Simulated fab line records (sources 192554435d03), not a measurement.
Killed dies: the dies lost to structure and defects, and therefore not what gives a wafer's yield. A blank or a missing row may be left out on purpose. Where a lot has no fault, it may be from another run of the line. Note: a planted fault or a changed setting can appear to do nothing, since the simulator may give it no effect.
fab line records    flow n5Finfet
[record] lots = 8  wafers = 23  lastDay = 19
route steps=1938 shown HKMG_FIN@457 GATE_CUT@473 MOL_CONTACT_COAG@561 BEOL_M4@1111
lots with no fault: from the same line, run without faults
startH: start of the lot's first displayed wafer, in hours after the record's first day    waitH: how many hours have passed since the lot's step before this one    " unchanged from the row above    L1.1+2: a single row standing in for several wafers    - either no value or no given start    * or withheld: withheld    < > ~ a bound
route shown NAME@n: NAME is a module with steps in the file, n the number in the route of the first one    usual: the fault-free wafers' mean and standard deviation    same: alike in all rows    chamber/n: place in a boat    sites: the reading at each site    _std_site: the standard deviation of these    _edge_site: inner sites' mean taken away from outer sites' mean    radiusMm: for every site, how far away it sits from the centre of the wafer    mask NAME#n: copy n    behind: the last tool/chamber to shape the wafer    hold: what put the lot on hold/how long, in hours/how the hold closed    device: names the non-switching transistor (n, p or np)    end of line: the same wafers' tests at the end of the route    for a step that has no rows: nothing shown but its recipe    killed: dies that structure and defects cost at the first sort, which is not the same as the wafer's yield    map: per-die view of a wafer (x killed, . not killed, _ where there is no die)
set.NAME: the setting as run; set.NAME@STEP: as run at that earlier step    model.NAME: the simulator's own value behind a step, which no gauge read
route steps across a sampled set of lots; one table per step, one row per wafer
services: a tool's chamber out of use, with start hour (startH, from the record's first day; less than 0 if before it), hours out, and reason
[[steps]]
[step N5_HKMG_FIN_ALD_72]
[recipe] material = W  targetThkA = 20  tempC = 300  pressureTorr = 7.5  aldPrecursorFamily = WF6  aldCoReactant = B2H6  pulseTimeS = 1  purgeTimeS = 2  coReactantPurgeTimeS = 2  coReactantPulseTimeS = 3  aldCycles = 7
[usual] chamberPressureTorr = 7.500/0.016  heaterPowerW = 420/36  precursorPulseHeightRel = 1.000/0.02
[same] aldCycles = 7  pulseTimeS = 1
lot.wafer  tool     chamber  startH  waitH  chamberPressureTorr  heaterPowerW  precursorPulseHeightRel
L275.1     cvdW-01  0        102.30  0.2    7.504                450           1.003
L275.3     "        1        "       "      7.495                377           1.021
L275.4     "        0        "       "      7.506                444           0.976
L276.1     cvdW-01  0        109.83  0.2    7.511                446           1.009
L276.3     "        1        "       "      7.489                387           0.979
L276.6     "        1        "       "      7.481                379           1.008
L279.1     cvdW-01  1        130.12  0.2    7.503                378           0.962
L279.6     "        1        "       "      7.504                383           0.987
L283.1     cvdW-01  0        153.33  0.2    7.514                471           1.024
L283.3     "        0        "       "      7.483                448           1.015
L283.5     "        0        "       "      7.502                446           1.015
L289.2     cvdW-01  1        185.51  0.2    7.509                381           1.014
L289.3     "        1        "       "      7.498                376           1.021
L289.6     "        0        "       "      7.509                450           0.972
L290.1     cvdW-02  1        195.98  0.2    7.511                389           1.003
L290.3     "        1        "       "      7.510                388           0.958
L290.5     "        1        "       "      7.503                390           1.014
L292.1     cvdW-01  1        203.10  0.2    7.518                371           0.987
L292.4     "        0        "       "      7.494                452           1.008
L292.6     "        0        "       "      7.525                440           1.015
L294.1     cvdW-01  0        220.04  0.2    7.476                454           1.024
L294.3     "        1        "       "      7.509                379           1.020
L294.6     "        0        "       "      7.490                471           0.964
[step N5_HKMG_FIN_CMP_94]
[recipe] stopOn = SiNx  postCmpClean = wDiluteNh4oh  tOverpolishS = 4.7  downForcePsi = 4  platenRpm = 50.289  padVelocityMS = 1.0006  targetThkNm = 43.299
[usual] motorCurrentA = 12.1/1.1
lot.wafer  tool    chamber  startH  waitH  motorCurrentA
L275.3     cmp-04  2        102.95  0.4    12.4
L275.4     "       3        "       "      13.4
L275.1     "       1        "       "      12.0
L276.3     cmp-01  3        110.54  0.3    11.2
L276.1     "       0        "       "      14.9
L276.6     "       1        "       "      12.1
L279.1     cmp-04  0        130.77  0.4    11.9
L279.6     "       0        "       "      12.4
L283.3     cmp-02  2        154.19  0.4    12.1
L283.1     "       3        "       "      13.0
L283.5     "       2        "       "      11.6
L289.2     cmp-02  1        186.16  0.4    11.0
L289.3     "       0        "       "      10.1
L289.6     "       1        "       "      11.0
L290.1     cmp-01  1        196.63  0.4    12.8
L290.3     "       0        "       "      14.6
L290.5     "       2        "       "      11.4
L292.1     cmp-02  2        203.92  0.3    11.9
L292.4     "       3        "       "      13.1
L292.6     "       0        "       "      10.7
L294.1     cmp-04  3        220.75  0.3    12.7
L294.3     "       0        "       "      11.8
L294.6     "       2        "       "      12.5
[step N5_HKMG_FIN_INSPECT_28]
[recipe] inspectInstrument = darkfield  mode = postCmp
[usual] rawDefectCount = 41/17
lot.wafer  tool              chamber  startH  waitH  rawDefectCount
L275.1     defectInspect-02  -        103.18  0.0    21
L275.3     "                 -        "       "      37
L275.4     "                 -        "       "      35
L276.1     defectInspect-02  -        110.71  0.0    22
L276.3     "                 -        "       "      31
L276.6     "                 -        "       "      27
L279.1     defectInspect-02  -        131.00  0.0    35
L279.6     "                 -        "       "      30
L283.1     defectInspect-01  -        154.42  0.0    30
L283.3     "                 -        "       "      38
L283.5     "                 -        "       "      49
L289.2     defectInspect-01  -        186.40  0.0    31
L289.3     "                 -        "       "      31
L289.6     "                 -        "       "      45
L290.1     defectInspect-01  -        196.86  0.0    32
L290.3     "                 -        "       "      41
L290.5     "                 -        "       "      39
L292.1     defectInspect-01  -        204.09  0.0    41
L292.4     "                 -        "       "      61
L292.6     "                 -        "       "      31
L294.1     defectInspect-01  -        220.96  0.0    34
L294.3     "                 -        "       "      19
L294.6     "                 -        "       "      20
[step N5_GATE_CUT_SAC_CAP_01]
[recipe] material = SiNx  targetThkA = 240  tempC = 400  aldPrecursorFamily = SiH2I2  aldCoReactant = N2/H2-plasma  pulseTimeS = 1  aldCycles = 480  purgeTimeS = 2  coReactantPurgeTimeS = 2  pressureTorr = 2
[usual] aldCycles = 480/0  chamberPressureTorr = 2.000/0.0047  heaterPowerW = 829/51  precursorPulseHeightRel = 1.000/0.02
[same] pulseTimeS = 1
lot.wafer  tool       chamber  startH  waitH  aldCycles  chamberPressureTorr  heaterPowerW  precursorPulseHeightRel
L275.1     aldSin-04  0        103.83  0.0    480        1.995                928           1.015
L275.3     "          3        "       "      480        1.995                802           1.000
L275.4     "          1        "       "      480        2.000                791           1.023
L276.1     aldSin-01  3        111.44  0.0    480        1.996                870           0.991
L276.3     "          0        "       "      480        1.995                802           0.975
L276.6     "          3        112.52  1.1    480        1.998                863           0.995
L279.1     aldSin-01  1        131.65  0.0    480        2.001                788           0.995
L279.6     "          0        132.73  1.1    654        2.006                819           0.989
L283.1     aldSin-01  0        155.26  0.2    480        1.996                796           1.017
L283.3     "          1        "       "      480        2.005                796           0.969
L283.5     "          3        156.35  1.3    654        2.005                883           0.985
L289.2     aldSin-03  0        189.24  2.2    480        1.995                796           1.011
L289.3     "          2        "       "      480        2.001                752           0.962
L289.6     "          1        190.32  3.3    480        2.004                831           0.988
L290.1     aldSin-03  2        197.57  0.0    480        1.998                769           1.032
L290.3     "          0        "       "      480        2.000                789           0.983
L290.5     "          0        198.65  1.1    480        2.005                802           0.983
L292.1     aldSin-03  3        204.78  0.0    480        1.999                887           0.981
L292.4     "          3        205.87  1.1    480        1.995                891           0.992
L292.6     "          2        "       "      480        2.006                755           1.009
L294.1     aldSin-01  1        221.88  0.3    480        1.999                801           1.019
L294.3     "          3        "       "      480        2.000                853           0.998
L294.6     "          0        222.96  1.4    480        1.998                801           1.029
[step N5_GATE_CUT_ETCH_19]
[recipe] chemistry = CH3F/O2  target = SiNx  maskMaterial = SiO2  targetDepthA = 537  timeS = 76.7  pressureMtorr = 30  sourceW = 395  biasW = 73  Ar_flow_sccm = 150  CH3F_flow_sccm = 30  O2_flow_sccm = 20  ionEnergyEv = 120  ends = cleared
[usual] CH3F_flow_sccm = 30.01/0.089  biasW = 73.00/0.2  drypumpMotorCurrentA = 5.8/0.57  etchRfOnTimeS = 77.0/1.6  oesProductAu = 0.65/0.052  rfFwdPowerW = 390.8/1.4  rfVppV = 299/4.4  showerheadPlenumPTorr = 2.02/0.066  throttleValvePct = 16.49/0.21
lot.wafer  tool        chamber  startH  waitH  CH3F_flow_sccm  biasW  drypumpMotorCurrentA  etchRfOnTimeS  oesProductAu  rfFwdPowerW  rfHoursCounterH  rfVppV  showerheadPlenumPTorr  throttleValvePct
L275.1     rieDiel-03  1        107.17  0.0    29.95           72.93  6.1                   78.6           0.63          389.1        174              306     2.08                   16.52
L275.3     "           0        "       "      29.99           73.10  5.0                   77.2           0.63          392.3        136              292     2.02                   16.68
L275.4     "           3        "       "      29.99           72.85  6.4                   73.3           0.77          388.5        45               299     1.95                   16.19
L276.1     rieDiel-03  0        114.78  0.0    30.03           73.08  5.0                   77.9           0.63          393.6        138              293     2.02                   16.68
L276.3     "           1        "       "      30.02           73.20  6.1                   79.5           0.63          390.4        176              305     2.08                   16.52
L276.6     "           3        "       "      29.94           73.02  6.4                   75.0           0.75          389.4        -                300     1.95                   16.18
L279.1     rieDiel-03  3        135.19  0.0    29.92           73.40  6.4                   73.2           0.76          388.4        52               299     1.95                   16.21
L279.6     "           0        "       "      30.02           72.87  5.0                   54.9           0.63          389.7        -                294     2.02                   16.68
L283.1     rieDiel-01  0        158.67  0.0    30.06           72.86  6.1                   79.7           0.58          390.5        249              305     1.97                   16.34
L283.3     "           1        "       "      29.82           73.14  6.2                   76.2           0.62          392.0        183              299     1.91                   16.57
L283.5     "           2        "       "      29.89           72.62  5.7                   55.3           0.65          389.6        -                291     2.09                   16.55
L289.2     rieDiel-04  3        192.71  0.0    29.99           73.13  6.0                   76.9           0.63          391.8        172              302     2.00                   16.54
L289.3     "           1        "       "      30.11           73.07  6.2                   77.5           0.66          390.3        123              299     1.92                   16.64
L289.6     "           1        "       "      30.05           73.10  6.1                   77.5           0.67          390.9        -                298     1.92                   16.63
L290.1     rieDiel-01  0        201.18  0.0    29.95           72.92  6.1                   76.0           0.80          391.9        4                304     1.97                   15.88
L290.3     "           2        "       "      30.12           72.85  5.7                   78.6           0.65          391.8        169              291     2.08                   16.57
L290.5     "           2        "       "      29.99           72.82  5.7                   78.4           0.64          391.9        -                290     2.08                   16.59
L292.1     rieDiel-03  2        208.13  0.0    29.95           72.92  4.7                   78.4           0.64          389.8        153              298     2.09                   16.72
L292.4     "           1        "       "      30.15           72.85  6.1                   78.1           0.62          391.0        200              305     2.07                   16.58
L292.6     "           3        "       "      29.95           73.00  6.4                   74.9           0.73          390.6        -                300     1.95                   16.24
L294.1     rieDiel-03  1        225.56  0.0    29.98           73.17  6.2                   78.4           0.61          388.9        206              307     2.07                   16.58
L294.3     "           2        "       "      30.07           72.76  4.7                   79.6           0.63          389.5        159              298     2.08                   16.75
L294.6     "           0        "       "      29.89           72.91  5.0                   77.9           0.61          392.6        -                294     2.01                   16.74
[step N5_MOL_CONTACT_COAG_THK_MEAS_29]
[recipe] reads = SiNx_of_GATE_CUT_PECVD_57+SiNx_of_GATE_CUT_SAC_CAP_01
[usual] MD_CAP_THK = 17.87/0.079
lot.wafer  tool          chamber  startH  waitH  MD_CAP_THK[nm]
L275.1     filmMetro-01  -        120.50  -      17.89
L275.3     "             -        "       "      17.92
L275.4     "             -        "       "      17.91
L276.1     filmMetro-02  -        125.61  -      17.74
L276.3     "             -        "       "      17.82
L276.6     "             -        "       "      17.73
L279.1     filmMetro-01  -        151.14  -      17.92
L279.6     "             -        "       "      24.46
L283.1     filmMetro-02  -        173.58  -      17.88
L283.3     "             -        "       "      17.88
L283.5     "             -        "       "      24.24
L289.2     filmMetro-02  -        205.84  -      17.91
L289.3     "             -        "       "      17.94
L289.6     "             -        "       "      17.96
L290.1     filmMetro-01  -        213.46  -      17.90
L290.3     "             -        "       "      17.90
L290.5     "             -        "       "      17.91
L292.1     filmMetro-02  -        219.79  -      17.82
L292.4     "             -        "       "      17.71
L292.6     "             -        "       "      17.79
L294.1     filmMetro-01  -        240.52  -      17.79
L294.3     "             -        "       "      17.76
L294.6     "             -        "       "      17.85
[step N5_MOL_CONTACT_COAG_ETCH_47]
[recipe] chemistry = CH3F/O2  target = SiNx  targetDepthA = 270  maskMaterial = SiO2  stopOn = W  overEtchFrac = 0.2  ionEnergyEv = 120  endpoint = OES-CN  pressureMtorr = 30  sourceW = 395  biasW = 73  Ar_flow_sccm = 150  CH3F_flow_sccm = 30  O2_flow_sccm = 20  ends = endPoint
[usual] CH3F_flow_sccm = 29.99/0.09  biasW = 73.00/0.22  drypumpMotorCurrentA = 5.7/0.47  etchRfOnTimeS = 31.2/0.54  oesProductAu = 0.69/0.081  rfFwdPowerW = 387.1/2.3  rfVppV = 295/4.9  showerheadPlenumPTorr = 2.01/0.048  throttleValvePct = 16.38/0.2
lot.wafer  tool        chamber  startH  waitH  CH3F_flow_sccm  biasW  drypumpMotorCurrentA  etchRfOnTimeS  oesProductAu  rfFwdPowerW  rfHoursCounterH  rfVppV  showerheadPlenumPTorr  throttleValvePct
L275.1     rieDiel-02  0        123.15  0.0    29.96           73.17  5.2                   31.4           0.63          389.7        211              292     2.05                   16.62
L275.3     "           1        "       "      30.02           72.87  5.0                   31.9           0.63          385.0        208              294     1.99                   16.44
L275.4     "           0        "       "      29.91           72.85  5.2                   31.5           0.63          388.8        -                292     2.05                   16.62
L276.1     rieDiel-05  3        127.76  0.0    30.03           73.16  5.3                   29.9           0.84          385.4        12               291     2.04                   16.07
L276.3     "           1        "       "      30.07           73.18  5.4                   31.0           0.67          386.8        154              293     1.98                   16.47
L276.6     "           0        "       "      29.89           73.40  6.2                   31.1           0.65          386.5        -                298     2.00                   16.55
L279.1     rieDiel-06  1        153.17  0.0    30.09           73.06  5.8                   30.8           0.78          384.2        32               294     2.04                   16.08
L279.6     "           2        "       "      29.94           73.12  6.3                   42.6           0.64          386.4        -                308     1.98                   16.45
L283.1     rieDiel-05  0        175.16  0.0    29.94           72.65  6.2                   31.5           0.64          384.4        168              299     1.99                   16.56
L283.3     "           2        "       "      29.99           73.07  5.5                   32.2           0.61          390.9        217              296     1.98                   16.42
L283.5     "           1        "       "      29.90           72.78  5.4                   42.7           0.66          386.2        -                294     1.98                   16.51
L289.2     rieDiel-02  0        207.41  0.0    29.95           73.47  5.2                   31.7           0.62          389.4        234              293     2.05                   16.67
L289.3     "           3        "       "      29.95           73.03  6.4                   30.7           0.81          388.2        23               299     2.11                   16.12
L289.6     "           2        "       "      29.83           73.18  5.8                   31.4           0.75          390.1        -                289     2.02                   16.24
L290.1     rieDiel-06  2        215.18  0.0    29.96           73.11  6.3                   31.1           0.63          384.9        214              307     1.98                   16.48
L290.3     "           1        "       "      30.11           72.96  5.8                   31.0           0.76          386.6        48               296     2.04                   16.11
L290.5     "           2        "       "      30.03           72.87  6.3                   31.4           0.62          385.5        -                304     1.98                   16.49
L292.1     rieDiel-02  2        221.89  0.0    29.90           72.73  5.8                   30.9           0.74          387.7        57               289     2.02                   16.23
L292.4     "           3        "       "      29.94           72.60  6.3                   29.8           0.81          387.2        30               299     2.11                   16.13
L292.6     "           1        "       "      30.03           73.11  5.0                   31.4           0.61          386.5        -                293     1.98                   16.51
L294.1     rieDiel-06  2        242.42  0.0    30.02           73.01  6.3                   31.3           0.62          382.8        223              306     1.97                   16.51
L294.3     "           1        "       "      29.88           72.95  5.7                   30.9           0.74          383.9        57               294     2.03                   16.14
L294.6     "           2        "       "      30.02           73.18  6.3                   31.3           0.62          383.5        -                306     1.97                   16.53
[step N5_BEOL_M4_RC_MEAS_101]
[usual] DIBL_N = 36.0/1.6  DIBL_P = 35.8/2  IOFF_N = 0.152/0.03  IOFF_P = 0.20/0.031  ION_N = 670/12  ION_P = 459/7.4  SS_N = 71.5/0.56  SS_P = 73.2/0.64  VT_N = 251/3.5  VT_P = -252/3.3
lot.wafer  tool       chamber  startH  waitH  DIBL_N[mV/V]  DIBL_P[mV/V]  IOFF_N[nA/um]  IOFF_P[nA/um]  ION_N[uA/um]  ION_P[uA/um]  SS_N[mV/dec]  SS_P[mV/dec]  VT_N[mV]  VT_P[mV]
L275.1     prober-01  0        219.21  0.0    37.4          36.7          0.151          0.20           674           461           71.8          73.6          253       -252
L275.3     "          0        "       "      35.9          35.6          0.125          0.18           656           455           71.3          73.2          255       -250
L275.4     "          0        "       "      37.2          37.0          0.155          0.20           680           463           72.1          73.6          250       -253
L276.1     prober-01  0        238.45  0.0    33.6          34.2          0.113          0.19           644           456           71.4          72.4          255       -247
L276.3     "          0        "       "      36.9          38.5          0.172          0.26           676           473           71.7          73.6          248       -245
L276.6     "          0        "       "      34.7          35.2          0.136          0.21           673           473           71.2          72.9          253       -248
L279.1     prober-01  0        245.94  0.0    34.2          33.1          0.111          0.15           654           447           71.0          71.8          257       -257
L279.6     "          0        "       "      36.6          36.1          0.150          0.18           663           451           72.1          73.1          251       -256
L283.1     prober-02  0        281.04  0.0    34.8          32.6          0.118          0.14           665           452           71.1          72.2          250       -256
L283.3     "          0        "       "      36.3          34.5          0.143          0.17           661           451           70.6          72.8          248       -253
L283.5     "          0        "       "      40.9          40.2          0.233          0.25           689           461           72.9          74.1          242       -250
L289.2     prober-02  0        294.19  0.2    35.6          35.8          0.151          0.20           687           469           71.3          73.7          250       -250
L289.3     "          0        "       "      35.3          35.7          0.146          0.20           674           461           70.9          73.4          248       -251
L289.6     "          0        "       "      36.1          35.7          0.150          0.20           673           459           71.2          72.6          249       -249
L292.1     prober-02  0        315.94  0.0    35.4          35.1          0.126          0.16           651           441           71.2          72.9          253       -254
L292.4     "          0        "       "      35.7          37.0          0.139          0.18           671           461           71.3          73.1          253       -252
L292.6     "          0        "       "      38.8          40.0          0.190          0.23           671           449           72.2          74.8          247       -251
L290.1     prober-02  0        317.40  0.0    35.8          34.9          0.155          0.19           680           462           71.8          72.8          249       -252
L290.3     "          0        "       "      33.6          31.3          0.109          0.14           653           449           71.5          73.0          257       -256
L290.5     "          0        "       "      34.9          33.4          0.135          0.17           674           463           71.9          72.8          250       -253
L294.1     prober-02  0        347.34  0.0    34.3          34.4          0.129          0.17           655           454           70.4          72.7          250       -253
L294.3     "          0        "       "      31.8          30.1          0.087          0.11           632           435           71.7          71.6          259       -261
L294.6     "          0        "       "      33.2          32.1          0.113          0.14           658           449           71.2          72.2          255       -258
[[services]]
tool        chamber  startH  hours  kind
aldSin-01   1        82.93   7.7    repair
cmp-02      -        84.20   0.8    repair
cmp-04      -        91.55   4.4    repair
aldSin-01   3        91.63   6.6    repair
cmp-02      -        94.97   13.4   pm
rieDiel-02  2        98.10   16.2   repair
cvdW-01     -        102.94  1.6    repair
cmp-02      -        115.04  3.9    repair
cmp-04      -        126.33  2.0    repair
cmp-04      -        131.62  7.0    repair
cmp-04      -        141.32  3.6    pm
cmp-04      -        148.68  4.0    pm
cvdW-01     1        152.40  3.9    repair
rieDiel-02  0        153.84  5.9    repair
rieDiel-03  2        154.27  4.0    repair
rieDiel-02  1        156.34  5.9    repair
aldSin-03   0        163.40  1.3    repair
rieDiel-03  -        179.33  2.8    pm
rieDiel-02  0        190.66  4.0    repair
aldSin-03   1        199.95  19.4   repair
rieDiel-02  2        212.97  7.8    repair
cmp-02      -        233.10  2.4    repair
rieDiel-02  0        233.99  1.9    repair
cmp-02      -        237.39  0.2    repair
[[key]]
[firstSign] step = N5_GATE_CUT_SAC_CAP_01  reading = aldCycles  direction = up  sigmas = 99+  usual = *  struck = *
[effect] step = N5_GATE_CUT_ETCH_19  reading = etchRfOnTimeS  direction = down  sigmas = 13  usual = *  struck = *
[effect] step = N5_MOL_CONTACT_COAG_THK_MEAS_29  reading = MD_CAP_THK  direction = up  sigmas = 82  usual = 17.87  struck = 24.35
[effect] step = N5_MOL_CONTACT_COAG_ETCH_47  reading = etchRfOnTimeS  direction = up  sigmas = 21  usual = *  struck = *
metAt N5_GATE_CUT_SAC_CAP_01
struckLots L279,L283
struckWafers L279.6,L283.5
notActingAt N5_HKMG_FIN_ALD_72,N5_HKMG_FIN_CMP_94,N5_HKMG_FIN_INSPECT_28
[fault] kind = processParameterDrift  tool = aldSin-01  chamber = -  onsetH = 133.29  steps = N5_GATE_CUT_SAC_CAP_01  channel = aldCycles  offset = *  shape = step  endH = 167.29  scope = struckWafersOnly  actsIn = *  stated = *
